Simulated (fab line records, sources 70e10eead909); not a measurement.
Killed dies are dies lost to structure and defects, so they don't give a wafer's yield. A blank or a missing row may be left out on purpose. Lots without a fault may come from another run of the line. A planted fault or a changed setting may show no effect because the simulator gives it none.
Problem report in the 8D (eight disciplines) form, filled by code | flow nand_harc | the parts of the form that need people (team, actions taken, sign-off) are left out

1. THE PROBLEM
thk_nm at NHARC_THIN_TSV_THK_MEAS_02 reads a mean of 0 nm on 8 wafers of 4 lots; wafers without a fault read 3007 nm with a standard deviation of 220. That is -14 standard deviations from the usual mean.
The step: measures by ir.
First seen on wafer L722.1, day 21 17:13, on film_metro-02. The record holds 38 wafers of 14 lots with a number at this step. Rule for "out", or "out of limits": more than 4 standard deviations from the usual mean. The other wafers with a number count as sound.

2. WHAT IT IS AND WHAT IT IS NOT
question                    | is                           | is not
which readings at this step | thk_nm                       | -
which lots                  | L722, L724, L725, L726       | L712, L713, L714, L715, L716, L717, L718, L719, L720, L721
which wafers of those lots  | all that have a number       | -
read on which gauges        | film_metro-01, film_metro-02 | -
when                        | from day 21 17:13            | up to then (30 sound wafers)

3. SUSPECTS, AND WHAT RULES EACH OUT
Counting: a tool at a process step up to the reading stays a suspect if it ran every lot that is out and no sound lot after the first of them.
- the gauge at NHARC_THIN_TSV_THK_MEAS_02: ruled out. The wafers that are out were read on 2 gauges (film_metro-01, film_metro-02).
- rie_diel-05 at NHARC_A_BONDPAD_ETCH_34 (etches the open film in N2/H2, target depth 60 nm, overetch 18 nm, time 65.91 s): kept. It ran every lot that is out, first L722 (day 21 03:04), and no sound lot after that; its last sound lot up to then is L720 (day 20 09:43).
- cmp-01 at NHARC_A_BONDPAD_CMP_19 (polishes, t overpolish 30 s, cu recess touch 16 s, target thk 169.8 nm): kept. It ran every lot that is out, first L722 (day 21 05:11), and no sound lot after that; its last sound lot up to then is L721 (day 20 05:45).
- grinder-01 at NHARC_THIN_TSV_GRIND_00: kept. It ran every lot that is out, first L722 (day 21 15:44), and no sound lot after that; its last sound lot up to then is L720 (day 21 00:04).
Left after counting: rie_diel-05 at NHARC_A_BONDPAD_ETCH_34, cmp-01 at NHARC_A_BONDPAD_CMP_19, grinder-01 at NHARC_THIN_TSV_GRIND_00.

4. THE CAUSE (what the simulator had put in)
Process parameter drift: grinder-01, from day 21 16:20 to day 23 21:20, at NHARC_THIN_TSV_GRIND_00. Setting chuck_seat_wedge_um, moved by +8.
Counting left 3 suspects, and this tool is among them.

5. THE CHAIN OF EFFECTS, in route order
Each row: a reading whose mean over the struck wafers that have a number lies more than 3 standard deviations from the usual. Only readings for which the record gives a usual standard deviation are gone through. hours: the time from each lot's start at the first step in this table that gives one to its start at this step, as a median over the lots. sigmas: the change in usual standard deviations.
hours | step                       | reading | usual   | on struck wafers | change | sigmas
0     | NHARC_THIN_TSV_THK_MEAS_02 | thk_nm  | 3007 nm | 0                | -3007  | -14

6. WHAT WOULD HAVE CAUGHT IT SOONER
In this record the first reading out of limits at a measuring or inspecting step was taken at day 21 17:13, 1 hour after the fault began at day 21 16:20.
Of the tool readings at NHARC_THIN_TSV_GRIND_00 for which the record gives a usual standard deviation, none was out on any struck wafer, so an alarm limit of 4 standard deviations on them would not have fired.
Of the lots that are out (4), L725, L724, L726 began NHARC_THIN_TSV_GRIND_00 on grinder-01 after day 21 17:13. A hold on the tool at that time would have spared those 3.
